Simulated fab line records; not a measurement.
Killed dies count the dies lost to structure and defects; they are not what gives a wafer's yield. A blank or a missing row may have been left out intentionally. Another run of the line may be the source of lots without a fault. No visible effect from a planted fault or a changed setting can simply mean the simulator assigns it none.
A lot that was struck, set against a sound lot | flow n5Finfet | 22 steps out of a route of 1938
Sound: these wafers, L289.1, L289.4, L289.5. Wafers L290.2, L290.4, L290.5 were the ones struck. The cause is named last.
Each step with rows lists, per side, the tool, then ch with its chambers, then its first start. Under that, the readings that differ: sound wafers | struck wafers | difference of the means | sigmas: that difference in standard deviations of wafers without a fault.
alike: readings with means less than 2 such deviations apart, plus words and numbers identical on both sides. not compared: withheld readings, readings lacking a value on some wafer, bounds such as >300 that could conceal the same value, and numbers that have no deviation in the record and whose values overlap.
A row with sigmas, a row that says differs or no value, or rows on one side alone: a step with any of these is where the two part. Numbers that don't overlap but have no deviation are shown without sigmas and don't part them. Lack of a reading on every wafer of one side parts them only where that side has two or more wafers.

first, 9 steps without rows for these wafers: N5_FIN_CUT_EXPOSE_05 (exposes mask FIN CUT); N5_FIN_CUT_PEB_06 (peb time 60 s); N5_FIN_CUT_DEVELOP_07 (develop time 30 s); N5_FIN_CUT_DESCUM_13 (chemistry O2, time 7 s); N5_FIN_CUT_ETCH_30 (etches underlayer in N2/H2, target depth 13 nm, time 10.4 s); N5_FIN_CUT_ETCH_20 (etches SiARC in CF4, target depth 26 nm, time 43.3 s); N5_FIN_CUT_ETCH_21 (etches SOC in N2/H2, target depth 219 nm, overetch 43.8 nm, time 523.5 s); N5_FIN_CUT_STRIP_23 (strips in N2/H2); N5_FIN_CUT_STRIP_31 (strips in N2/H2).
N5_FIN_CUT_STRIP_24: strips in CF4.
  sound on rieDiel-01 ch 0,3, day 4 05:56; struck on rieDiel-01 ch 1,3, day 4 10:21
  alike: cf4FlowSccm, drypumpMotorCurrentA, oesProductAu, rfVppV, showerheadPlenumPTorr, throttleValvePct
  not compared: rfHoursCounterH
then, 9 steps without rows for these wafers: N5_FIN_CUT_CUT_ETCH_26 (etches SiNx in CH3F/O2, target depth 39 nm, time 55.7 s); N5_FIN_CUT_CUT_ETCH_27 (etches SiO2 in CHF3/O2, target depth 4 nm, overetch 2 nm, time 4.9 s); N5_FIN_CUT_PRECLEAN_35 (cleans in vHF, time 13.3 s); N5_FIN_CUT_CUT_ETCH_15 (etches Si in HBr/Cl2/O2, target depth 100 nm, bt time 10 s, time 42.4 s); N5_FIN_CUT_CUT_ETCH_28 (etches Si in HBr/Cl2/O2, target depth 6 nm, time 2.4 s); N5_FIN_CUT_STRIP_22 (strips in N2/H2); N5_FIN_CUT_PRECLEAN_36 (cleans in O3/DIW, time 60 s); N5_FIN_CUT_SRD_32 (time 30 s); N5_FIN_CUT_UV_OZONE_34 (time 120 s).
N5_FIN_CUT_INSPECT_17: inspects for defects (brightfield).
  sound on defectInspect-01 at day 4 06:41; struck on defectInspect-01 at day 4 10:56
reading        | sound       | struck      | difference | sigmas
rawDefectCount | 222 192 163 | 583 644 565 | +405       | +7
then, 1 step without rows for these wafers: N5_STI_FIN_REVEAL_ALD_00 (deposits SiO2, target thk 1 nm, pulse time 1 s).
-- the record jumps here: 10 days lie between the struck wafers' starts before and after (it left off in module STI_FIN_REVEAL and takes up again in module PASSIVATION, whose first step shown is number 1936 of the route) --
N5_PASSIVATION_PROBE_49:
  sound on prober-02 at day 14 03:35; struck on prober-02 at day 14 07:54
reading          | sound     | struck      | difference | sigmas
killedAtFrontEnd | 36 37 42  | 119 78 71   | +51        | +4
killedDies       | 88 120 94 | 195 150 140 | +61        | +3
killedOnRim      | 15 16 11  | 28 32 28    | +15        | +4
  alike: killed_at_M0_to_M3, killed_at_M4_up, killedAtContacts, killedAtOther, killedOpen, killedShort

WHERE THEY PART
At N5_FIN_CUT_INSPECT_17 first; at N5_PASSIVATION_PROBE_49 last (within this record only).

WHY: what the simulator had put in
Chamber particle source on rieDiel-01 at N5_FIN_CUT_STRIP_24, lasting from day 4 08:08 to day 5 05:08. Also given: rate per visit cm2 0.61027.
